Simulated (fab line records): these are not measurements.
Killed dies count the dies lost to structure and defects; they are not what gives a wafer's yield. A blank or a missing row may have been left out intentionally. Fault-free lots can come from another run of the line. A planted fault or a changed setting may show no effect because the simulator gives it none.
Which tool is to blame? :: flow n5_finfet :: 6 lots, 18 wafers sampled, at 9 steps of a route of 1938

## WHAT EACH GAUGE READ, for each wafer
N5_BEOL_M4_RC_MEAS_101. Usual: DIBL_N 36.0 mV/V, standard deviation 1.7; DIBL_P 36.0 mV/V, standard deviation 2; IOFF_N 0.156 nA/um, standard deviation 0.028; IOFF_P 0.21 nA/um, standard deviation 0.04; ION_N 673 uA/um, standard deviation 12; ION_P 463 uA/um, standard deviation 8.3; SS_N 71.4 mV/dec, standard deviation 0.6; SS_P 73.3 mV/dec, standard deviation 0.66; VT_N 250 mV, standard deviation 3; VT_P -250 mV, standard deviation 3.8.
lot: L679
measured: day 8 05:31
on: prober-01
DIBL_N (mV/V): 33.3 35.7 35.2
DIBL_P (mV/V): 32.2 35.4 34.4
IOFF_N (nA/um): 0.102 0.135 0.136
IOFF_P (nA/um): 0.17 0.20 0.20
ION_N (uA/um): 653 654 666
ION_P (uA/um): 460 456 459
SS_N (mV/dec): 70.6 72.1 71.4
SS_P (mV/dec): 72.2 73.7 72.7
VT_N (mV): 256 254 254
VT_P (mV): -253 -251 -249
flag: 

lot: L681
measured: day 8 11:33
on: prober-02
DIBL_N (mV/V): 36.9 36.9 34.7
DIBL_P (mV/V): 36.3 35.9 34.3
IOFF_N (nA/um): 0.167 0.153 0.123
IOFF_P (nA/um): 0.18 0.18 0.16
ION_N (uA/um): 677 660 672
ION_P (uA/um): 461 448 457
SS_N (mV/dec): 71.3 71.9 70.7
SS_P (mV/dec): 73.6 73.7 72.6
VT_N (mV): 250 255 254
VT_P (mV): -254 -255 -254
flag: 

lot: L687
measured: day 10 00:16
on: prober-02
DIBL_N (mV/V): 37.0 36.4 36.6
DIBL_P (mV/V): 36.3 35.2 36.0
IOFF_N (nA/um): 0.172 0.160 0.163
IOFF_P (nA/um): 0.20 0.18 0.19
ION_N (uA/um): 684 684 682
ION_P (uA/um): 466 468 461
SS_N (mV/dec): 72.0 71.0 71.5
SS_P (mV/dec): 73.8 73.5 73.7
VT_N (mV): 248 248 251
VT_P (mV): -253 -253 -253
flag: 

lot: L688
measured: day 10 11:10
on: prober-02
DIBL_N (mV/V): 32.3 34.6 34.7
DIBL_P (mV/V): 32.4 35.4 35.3
IOFF_N (nA/um): 0.112 0.156 0.142
IOFF_P (nA/um): 0.19 0.23 0.22
ION_N (uA/um): 658 682 660
ION_P (uA/um): 462 467 459
SS_N (mV/dec): 70.2 71.0 71.6
SS_P (mV/dec): 72.7 73.5 73.2
VT_N (mV): 254 250 252
VT_P (mV): -249 -247 -247
flag: 

lot: L698
measured: day 13 12:47
on: prober-01
DIBL_N (mV/V): 38.1 37.2 38.8
DIBL_P (mV/V): 38.5 36.4 38.3
IOFF_N (nA/um): 0.208 0.179 0.202
IOFF_P (nA/um): 0.24 0.20 0.25
ION_N (uA/um): 692 673 686
ION_P (uA/um): 468 455 466
SS_N (mV/dec): 71.7 71.9 72.1
SS_P (mV/dec): 73.9 73.5 74.6
VT_N (mV): 247 249 246
VT_P (mV): -249 -254 -250
flag: 

lot: L701
measured: day 14 00:35
on: prober-02
DIBL_N (mV/V): 36.8 36.1 36.3
DIBL_P (mV/V): 37.8 37.0 36.7
IOFF_N (nA/um): 0.184 0.167 0.166
IOFF_P (nA/um): 0.23 0.21 0.21
ION_N (uA/um): 694 684 680
ION_P (uA/um): 471 464 459
SS_N (mV/dec): 71.0 71.1 71.8
SS_P (mV/dec): 73.2 72.9 73.4
VT_N (mV): 246 248 247
VT_P (mV): -249 -251 -253
flag: 

N5_BEOL_M6_OCD_MEAS_38. Usual: trench_depth_nm at 94.9 nm, with a standard deviation of 1.6.
lot: L679
measured: day 9 00:45
on: ocd-02
trench_depth_nm (nm): 96.3 96.2 94.4
flag: 

lot: L681
measured: day 9 03:15
on: ocd-02
trench_depth_nm (nm): 93.3 93.3 94.9
flag: 

lot: L687
measured: day 10 21:38
on: ocd-02
trench_depth_nm (nm): 64.9 64.4 62.9
flag: OFF

lot: L688
measured: day 11 06:22
on: ocd-01
trench_depth_nm (nm): 64.9 65.3 64.6
flag: OFF

lot: L698
measured: day 14 06:24
on: ocd-01
trench_depth_nm (nm): 96.1 96.4 96.9
flag: 

lot: L701
measured: day 14 20:53
on: ocd-01
trench_depth_nm (nm): 93.2 95.9 94.4
flag: 

N5_BEOL_M6_CD_MEAS_35: target cd 40 nm, target cd y 28 nm. Usual: cd_nm at 40.2 nm, with a standard deviation of 0.53.
lot: L679
measured: day 9 00:54
on: cd_sem-01
cd_nm (nm): 41.1 39.7 40.2
flag: 

lot: L681
measured: day 9 03:24
on: cd_sem-01
cd_nm (nm): 40.0 40.5 39.5
flag: 

lot: L687
measured: day 10 21:48
on: cd_sem-03
cd_nm (nm): 40.0 39.5 39.7
flag: 

lot: L688
measured: day 11 06:31
on: cd_sem-01
cd_nm (nm): 40.3 39.6 39.9
flag: 

lot: L698
measured: day 14 06:33
on: cd_sem-01
cd_nm (nm): 40.1 40.0 40.7
flag: 

lot: L701
measured: day 14 21:02
on: cd_sem-01
cd_nm (nm): 39.9 39.7 39.1
flag: 

N5_BEOL_M6_THK_MEAS_53: measures by xrf. Usual: for M6_THK the level is 80.5 nm and the standard deviation is 2.
lot: L679
measured: day 9 02:46
on: film_metro-01
M6_THK (nm): 82.4 80.0 80.0
flag: 

lot: L681
measured: day 9 05:41
on: film_metro-02
M6_THK (nm): 78.2 78.8 80.1
flag: 

lot: L687
measured: day 11 00:01
on: film_metro-01
M6_THK (nm): 52.9 51.3 50.8
flag: OFF

lot: L688
measured: day 11 09:48
on: film_metro-01
M6_THK (nm): 51.2 50.1 51.4
flag: OFF

lot: L698
measured: day 14 09:20
on: film_metro-01
M6_THK (nm): 81.4 80.6 81.3
flag: 

lot: L701
measured: day 15 00:12
on: film_metro-01
M6_THK (nm): 79.1 81.6 80.7
flag: 

N5_BEOL_M6_RS_MEAS_57: measurement is done with a four-point probe. Usual: for M6_RS the level is 0.287 ohm/sq and the standard deviation is 0.0083.
lot: L679
measured: day 9 02:53
on: film_metro-01
M6_RS (ohm/sq): 0.281 0.291 0.292
flag: 

lot: L681
measured: day 9 05:50
on: film_metro-01
M6_RS (ohm/sq): 0.297 0.295 0.288
flag: 

lot: L687
measured: day 11 00:10
on: film_metro-01
M6_RS (ohm/sq): 0.476 0.491 0.500
flag: OFF

lot: L688
measured: day 11 09:56
on: film_metro-02
M6_RS (ohm/sq): 0.499 0.512 0.494
flag: OFF

lot: L698
measured: day 14 09:28
on: film_metro-01
M6_RS (ohm/sq): 0.281 0.282 0.281
flag: 

lot: L701
measured: day 15 00:20
on: film_metro-01
M6_RS (ohm/sq): 0.293 0.283 0.287
flag: 

N5_BEOL_M15_RC_MEAS_101. Usual: COMB_M10 1.46e-11 S/m, standard deviation 2.8e-12; COMB_M11 1.5e-11 S/m, standard deviation 3e-12; COMB_M12 6.6e-12 S/m, standard deviation 1.4e-12; COMB_M13 5.1e-12 S/m, standard deviation 1.1e-12; COMB_M14 3.8e-12 S/m, standard deviation 7.8e-13; COMB_M14_max_site 5.4e-12 S/m, standard deviation 1.2e-12; COMB_M15 2.8e-12 S/m, standard deviation 5.2e-13; COMB_M5 3.6e-11 S/m, standard deviation 6.8e-12; COMB_M7 2.6e-11 S/m, standard deviation 5.5e-12; COMB_M8 2.6e-11 S/m, standard deviation 4.5e-12; COMB_M8_max_site 3.7e-11 S/m, standard deviation 7.6e-12; COMB_M9 1.46e-11 S/m, standard deviation 2.9e-12; SERP_M10 3.04 ohm/um, standard deviation 0.091; SERP_M11 3.09 ohm/um, standard deviation 0.094; SERP_M12 0.636 ohm/um, standard deviation 0.017; SERP_M13 0.311 ohm/um, standard deviation 0.0067; SERP_M14 0.158 ohm/um, standard deviation 0.0049; SERP_M5 38.7 ohm/um, standard deviation 1.7; SERP_M6 13.8 ohm/um, standard deviation 0.5; SERP_M6_max_site 14.3 ohm/um, standard deviation 0.58; SERP_M7 13.8 ohm/um, standard deviation 0.57; SERP_M8 13.6 ohm/um, standard deviation 0.5; SERP_M9 3.10 ohm/um, standard deviation 0.1; SERP_M9_max_site 3.21 ohm/um, standard deviation 0.1.
lot: L679
measured: day 12 03:43
on: prober-02
COMB_M10 (S/m): 1.58e-11 1.4e-11 2e-11
COMB_M11 (S/m): 1.2e-11 1.5e-11 1.4e-11
COMB_M12 (S/m): 7.5e-12 7.1e-12 7.7e-12
COMB_M13 (S/m): 5.1e-12 4.3e-12 5e-12
COMB_M14 (S/m): 6.6e-12 3.7e-12 3.7e-12
COMB_M14_max_site (S/m): 8.7e-12 4.2e-12 4.5e-12
COMB_M15 (S/m): 2.4e-12 3.1e-12 4e-12
COMB_M5 (S/m): 3e-11 4.1e-11 4.4e-11
COMB_M7 (S/m): 2.5e-11 3.3e-11 2.4e-11
COMB_M8 (S/m): 3.1e-11 2.8e-11 2.7e-11
COMB_M8_max_site (S/m): 3.9e-11 3.1e-11 3.4e-11
COMB_M9 (S/m): 1.37e-11 2.35e-11 1.5e-11
SERP_M10 (ohm/um): 3.04 3.09 3.00
SERP_M11 (ohm/um): 3.14 3.05 3.25
SERP_M12 (ohm/um): 0.641 0.668 0.629
SERP_M13 (ohm/um): 0.316 0.317 0.312
SERP_M14 (ohm/um): 0.158 0.160 0.168
SERP_M5 (ohm/um): 41.1 38.2 39.6
SERP_M6 (ohm/um): 13.0 14.1 13.7
SERP_M6_max_site (ohm/um): 13.5 14.4 14.6
SERP_M7 (ohm/um): 13.5 13.4 13.8
SERP_M8 (ohm/um): 13.5 13.5 13.7
SERP_M9 (ohm/um): 3.06 3.11 3.09
SERP_M9_max_site (ohm/um): 3.18 3.17 3.22
flag: 

lot: L681
measured: day 12 02:47
on: prober-02
COMB_M10 (S/m): 1.34e-11 1.23e-11 1.44e-11
COMB_M11 (S/m): 1.3e-11 1.4e-11 1.3e-11
COMB_M12 (S/m): 4.6e-12 6.3e-12 5.7e-12
COMB_M13 (S/m): 3.6e-12 5.3e-12 4.6e-12
COMB_M14 (S/m): 4.7e-12 4.1e-12 4.6e-12
COMB_M14_max_site (S/m): 6.7e-12 6.3e-12 6.4e-12
COMB_M15 (S/m): 3.1e-12 3.6e-12 3.2e-12
COMB_M5 (S/m): 3.6e-11 3.5e-11 3.6e-11
COMB_M7 (S/m): 1.9e-11 2.6e-11 2.3e-11
COMB_M8 (S/m): 3.1e-11 2.6e-11 2.8e-11
COMB_M8_max_site (S/m): 4.5e-11 4.2e-11 3.4e-11
COMB_M9 (S/m): 1.95e-11 1.58e-11 1.51e-11
SERP_M10 (ohm/um): 3.01 2.96 2.98
SERP_M11 (ohm/um): 2.99 2.99 3.10
SERP_M12 (ohm/um): 0.630 0.654 0.630
SERP_M13 (ohm/um): 0.309 0.315 0.315
SERP_M14 (ohm/um): 0.160 0.158 0.149
SERP_M5 (ohm/um): 38.8 38.8 38.9
SERP_M6 (ohm/um): 14.4 13.7 14.3
SERP_M6_max_site (ohm/um): 14.9 14.8 14.6
SERP_M7 (ohm/um): 14.7 13.8 14.6
SERP_M8 (ohm/um): 14.1 13.4 12.6
SERP_M9 (ohm/um): 3.20 3.05 3.16
SERP_M9_max_site (ohm/um): 3.30 3.19 3.25
flag: 

lot: L687
measured: day 14 07:58
on: prober-02
COMB_M10 (S/m): 1.08e-11 1.13e-11 1.35e-11
COMB_M11 (S/m): 1.3e-11 1.7e-11 1.5e-11
COMB_M12 (S/m): 6.6e-12 8.5e-12 6.2e-12
COMB_M13 (S/m): 4.8e-12 2.8e-12 3.6e-12
COMB_M14 (S/m): 3.7e-12 4.4e-12 3.6e-12
COMB_M14_max_site (S/m): 4e-12 5.7e-12 4.4e-12
COMB_M15 (S/m): 1.9e-12 3e-12 3.3e-12
COMB_M5 (S/m): 3e-11 3.2e-11 3.3e-11
COMB_M7 (S/m): 1.6e-11 3.2e-11 2.2e-11
COMB_M8 (S/m): 3.7e-11 2.4e-11 2.8e-11
COMB_M8_max_site (S/m): 4.1e-11 2.8e-11 3.6e-11
COMB_M9 (S/m): 1.58e-11 1.56e-11 1.6e-11
SERP_M10 (ohm/um): 2.99 3.04 3.09
SERP_M11 (ohm/um): 3.14 3.19 3.11
SERP_M12 (ohm/um): 0.662 0.644 0.628
SERP_M13 (ohm/um): 0.312 0.312 0.320
SERP_M14 (ohm/um): 0.158 0.154 0.159
SERP_M5 (ohm/um): 35.6 37.0 36.4
SERP_M6 (ohm/um): 22.0 23.0 22.9
SERP_M6_max_site (ohm/um): 23.2 24.1 25.0
SERP_M7 (ohm/um): 13.5 14.1 13.8
SERP_M8 (ohm/um): 13.7 13.9 13.9
SERP_M9 (ohm/um): 3.00 3.03 3.21
SERP_M9_max_site (ohm/um): 3.15 3.19 3.29
flag: OFF

lot: L688
measured: day 14 06:14
on: prober-01
COMB_M10 (S/m): 1.77e-11 1.05e-11 1.64e-11
COMB_M11 (S/m): 1.3e-11 2.3e-11 1.9e-11
COMB_M12 (S/m): 4e-12 5.9e-12 4.2e-12
COMB_M13 (S/m): 4.7e-12 5.9e-12 4.6e-12
COMB_M14 (S/m): 3.8e-12 3.6e-12 3.5e-12
COMB_M14_max_site (S/m): 6.1e-12 6.6e-12 4.9e-12
COMB_M15 (S/m): 2.7e-12 2.8e-12 2.5e-12
COMB_M5 (S/m): 3.5e-11 3.9e-11 2.7e-11
COMB_M7 (S/m): 3.9e-11 2.9e-11 2.7e-11
COMB_M8 (S/m): 1.9e-11 2.1e-11 3e-11
COMB_M8_max_site (S/m): 2.6e-11 4.5e-11 4.4e-11
COMB_M9 (S/m): 1.26e-11 9.4e-12 1.48e-11
SERP_M10 (ohm/um): 2.91 3.04 3.03
SERP_M11 (ohm/um): 3.15 3.25 3.19
SERP_M12 (ohm/um): 0.687 0.638 0.663
SERP_M13 (ohm/um): 0.302 0.313 0.305
SERP_M14 (ohm/um): 0.150 0.160 0.148
SERP_M5 (ohm/um): 40.2 34.7 39.2
SERP_M6 (ohm/um): 23.3 23.8 23.1
SERP_M6_max_site (ohm/um): 24.4 26.0 23.8
SERP_M7 (ohm/um): 14.3 13.8 14.5
SERP_M8 (ohm/um): 13.4 12.9 13.7
SERP_M9 (ohm/um): 2.96 2.99 3.11
SERP_M9_max_site (ohm/um): 3.13 3.11 3.17
flag: OFF

lot: L698
measured: day 17 05:08
on: prober-01
COMB_M10 (S/m): 1.23e-11 1.66e-11 1.18e-11
COMB_M11 (S/m): 1.2e-11 2e-11 1.8e-11
COMB_M12 (S/m): 8.6e-12 6.6e-12 5.8e-12
COMB_M13 (S/m): 4e-12 4.7e-12 6.1e-12
COMB_M14 (S/m): 3.3e-12 3.7e-12 3.9e-12
COMB_M14_max_site (S/m): 4.7e-12 5.7e-12 5.7e-12
COMB_M15 (S/m): 2.3e-12 3.1e-12 2.2e-12
COMB_M5 (S/m): 3.2e-11 4.2e-11 3.4e-11
COMB_M7 (S/m): 2.6e-11 3.6e-11 2.6e-11
COMB_M8 (S/m): 2.2e-11 1.8e-11 2.2e-11
COMB_M8_max_site (S/m): 3.1e-11 3e-11 2.9e-11
COMB_M9 (S/m): 1.02e-11 1.07e-11 1.35e-11
SERP_M10 (ohm/um): 3.10 3.22 3.00
SERP_M11 (ohm/um): 3.22 3.03 3.07
SERP_M12 (ohm/um): 0.617 0.667 0.643
SERP_M13 (ohm/um): 0.318 0.319 0.313
SERP_M14 (ohm/um): 0.151 0.161 0.148
SERP_M5 (ohm/um): 38.3 40.0 38.0
SERP_M6 (ohm/um): 13.0 13.4 13.0
SERP_M6_max_site (ohm/um): 14.7 14.6 14.0
SERP_M7 (ohm/um): 13.1 13.9 13.2
SERP_M8 (ohm/um): 14.5 13.9 13.3
SERP_M9 (ohm/um): 3.05 3.18 2.92
SERP_M9_max_site (ohm/um): 3.12 3.22 3.08
flag: 

lot: L701
measured: day 17 22:10
on: prober-01
COMB_M10 (S/m): 1.81e-11 1.79e-11 1.65e-11
COMB_M11 (S/m): 1.9e-11 1.5e-11 1.7e-11
COMB_M12 (S/m): 6.1e-12 7.9e-12 6e-12
COMB_M13 (S/m): 3.6e-12 4.9e-12 5e-12
COMB_M14 (S/m): 4.2e-12 3.5e-12 3.8e-12
COMB_M14_max_site (S/m): 5e-12 6.8e-12 4.6e-12
COMB_M15 (S/m): 2e-12 2.1e-12 2.8e-12
COMB_M5 (S/m): 2.3e-11 3e-11 3.1e-11
COMB_M7 (S/m): 2.1e-11 2.7e-11 2.2e-11
COMB_M8 (S/m): 3.1e-11 2.7e-11 3.1e-11
COMB_M8_max_site (S/m): 4.1e-11 4.2e-11 4.9e-11
COMB_M9 (S/m): 8.8e-12 1.02e-11 1.44e-11
SERP_M10 (ohm/um): 2.97 2.82 2.93
SERP_M11 (ohm/um): 3.13 3.08 3.22
SERP_M12 (ohm/um): 0.638 0.631 0.627
SERP_M13 (ohm/um): 0.316 0.316 0.312
SERP_M14 (ohm/um): 0.158 0.159 0.150
SERP_M5 (ohm/um): 39.5 38.0 39.1
SERP_M6 (ohm/um): 14.4 13.9 14.5
SERP_M6_max_site (ohm/um): 14.7 14.3 14.8
SERP_M7 (ohm/um): 13.9 13.4 13.8
SERP_M8 (ohm/um): 12.8 13.5 12.9
SERP_M9 (ohm/um): 3.08 3.16 3.30
SERP_M9_max_site (ohm/um): 3.20 3.21 3.32
flag: 

## WHICH TOOL RAN EACH LOT (tool, then ch and the chambers of the sampled wafers, then the start)
lot: L679
N5_BEOL_M6_TRENCH_ETCH_37: rie_diel-01 ch 0,1,3, day 9 00:36
N5_BEOL_M6_PRE_CLEAN_45: pvd_sputter-02, day 9 01:18
N5_BEOL_M6_SURFACE_TREAT_79: pvd_sputter-03, day 9 01:43

lot: L681
N5_BEOL_M6_TRENCH_ETCH_37: rie_diel-01 ch 1,2,3, day 9 03:06
N5_BEOL_M6_PRE_CLEAN_45: pvd_sputter-03, day 9 04:04
N5_BEOL_M6_SURFACE_TREAT_79: pvd_sputter-03, day 9 04:26

lot: L687
N5_BEOL_M6_TRENCH_ETCH_37: rie_diel-01 ch 0,2,3, day 10 21:29
N5_BEOL_M6_PRE_CLEAN_45: pvd_sputter-01, day 10 22:20
N5_BEOL_M6_SURFACE_TREAT_79: pvd_sputter-02, day 10 22:44

lot: L688
N5_BEOL_M6_TRENCH_ETCH_37: rie_diel-01 ch 0,1,2, day 11 06:13
N5_BEOL_M6_PRE_CLEAN_45: pvd_sputter-01, day 11 08:09
N5_BEOL_M6_SURFACE_TREAT_79: pvd_sputter-01, day 11 08:37

lot: L698
N5_BEOL_M6_TRENCH_ETCH_37: rie_diel-01 ch 2,3, day 14 06:14
N5_BEOL_M6_PRE_CLEAN_45: pvd_sputter-02, day 14 07:08
N5_BEOL_M6_SURFACE_TREAT_79: pvd_sputter-02, day 14 07:43

lot: L701
N5_BEOL_M6_TRENCH_ETCH_37: rie_diel-06 ch 1,2,3, day 14 20:44
N5_BEOL_M6_PRE_CLEAN_45: pvd_sputter-02, day 14 21:28
N5_BEOL_M6_SURFACE_TREAT_79: pvd_sputter-01, day 14 21:50
- N5_BEOL_M6_TRENCH_ETCH_37: etches SiCOH lowk in C4F6/O2, target depth 94.435 nm, time 31.5 s.
- N5_BEOL_M6_PRE_CLEAN_45: time 30 s.
- N5_BEOL_M6_SURFACE_TREAT_79

## WHAT THE TOOLS THEMSELVES READ (means of the sampled wafers that have a number; where no wafer has one, the mark that the record gives instead)
N5_BEOL_M6_TRENCH_ETCH_37. Usual: drypump_motor_current_A 5.8 A, standard deviation 0.45; oes_f_703_au 0.86 a.u., standard deviation 0.08; oes_product_au 0.85 a.u., standard deviation 0.078; rf_vpp_V 660 V, standard deviation 11; showerhead_plenum_p_Torr 2.87 Torr, standard deviation 0.076; throttle_valve_pct 20.90 %, standard deviation 0.22.
lot: L679
tool: rie_diel-01
drypump_motor_current_A (A): 6.2
oes_f_703_au (a.u.): 0.85
oes_product_au (a.u.): 0.84
rf_vpp_V (V): 660
showerhead_plenum_p_Torr (Torr): 2.87
throttle_valve_pct (%): 20.80
flag: 

lot: L681
tool: rie_diel-01
drypump_motor_current_A (A): 5.7
oes_f_703_au (a.u.): 0.77
oes_product_au (a.u.): 0.75
rf_vpp_V (V): 659
showerhead_plenum_p_Torr (Torr): 2.83
throttle_valve_pct (%): 20.94
flag: 

lot: L687
tool: rie_diel-01
drypump_motor_current_A (A): 5.8
oes_f_703_au (a.u.): 0.87
oes_product_au (a.u.): 0.68
rf_vpp_V (V): 652
showerhead_plenum_p_Torr (Torr): 2.84
throttle_valve_pct (%): 20.82
flag: 

lot: L688
tool: rie_diel-01
drypump_motor_current_A (A): 6.1
oes_f_703_au (a.u.): 0.91
oes_product_au (a.u.): 0.71
rf_vpp_V (V): 655
showerhead_plenum_p_Torr (Torr): 2.86
throttle_valve_pct (%): 20.66
flag: 

lot: L698
tool: rie_diel-01
drypump_motor_current_A (A): 5.4
oes_f_703_au (a.u.): 0.94
oes_product_au (a.u.): 0.93
rf_vpp_V (V): 654
showerhead_plenum_p_Torr (Torr): 2.80
throttle_valve_pct (%): 20.78
flag: 

lot: L701
tool: rie_diel-06
drypump_motor_current_A (A): 5.7
oes_f_703_au (a.u.): 0.82
oes_product_au (a.u.): 0.80
rf_vpp_V (V): 663
showerhead_plenum_p_Torr (Torr): 2.90
throttle_valve_pct (%): 21.01
flag: 

N5_BEOL_M6_PRE_CLEAN_45. Usual: heater_power_w 336 W, standard deviation 25; susceptor_temp_C 249.97 C, standard deviation 0.16.
lot: L679
tool: pvd_sputter-02
heater_power_w (W): 339
susceptor_temp_C (C): 250.05
flag: 

lot: L681
tool: pvd_sputter-03
heater_power_w (W): 328
susceptor_temp_C (C): 249.87
flag: 

lot: L687
tool: pvd_sputter-01
heater_power_w (W): 314
susceptor_temp_C (C): 249.88
flag: 

lot: L688
tool: pvd_sputter-01
heater_power_w (W): 351
susceptor_temp_C (C): 249.88
flag: 

lot: L698
tool: pvd_sputter-02
heater_power_w (W): 344
susceptor_temp_C (C): 249.95
flag: 

lot: L701
tool: pvd_sputter-02
heater_power_w (W): 349
susceptor_temp_C (C): 249.80
flag: 

## THE ANSWER, worked out from the rows above alone
Rule: take the mean of a lot's wafers that have a number; if it is more than 3 standard deviations from the usual mean, the lot is off. A lot without any number at a reading at which 4 lots or more have one is off too. Where the step has rows for the other lots, those lots are counted as sound. First the gauges in route order, then the tools' own readings, where a lot's mean is used as printed above. At the first step where some lot is off, the reading lying furthest off is the one used; lots without a number count as furthest.
Off at N5_BEOL_M6_OCD_MEAS_38 (trench_depth_nm): L687, L688.
If a tool, at a process step before that reading, ran all the lots that are off and no sound lot after the first of them, it fits. The gauges at N5_BEOL_M6_OCD_MEAS_38 aren't tried: what is off there is off at N5_BEOL_M6_THK_MEAS_53 too, on other tools, and a gauge's error can't cause that. None of those tried fits.

## WHAT HAD BEEN PUT IN BY THE SIMULATOR
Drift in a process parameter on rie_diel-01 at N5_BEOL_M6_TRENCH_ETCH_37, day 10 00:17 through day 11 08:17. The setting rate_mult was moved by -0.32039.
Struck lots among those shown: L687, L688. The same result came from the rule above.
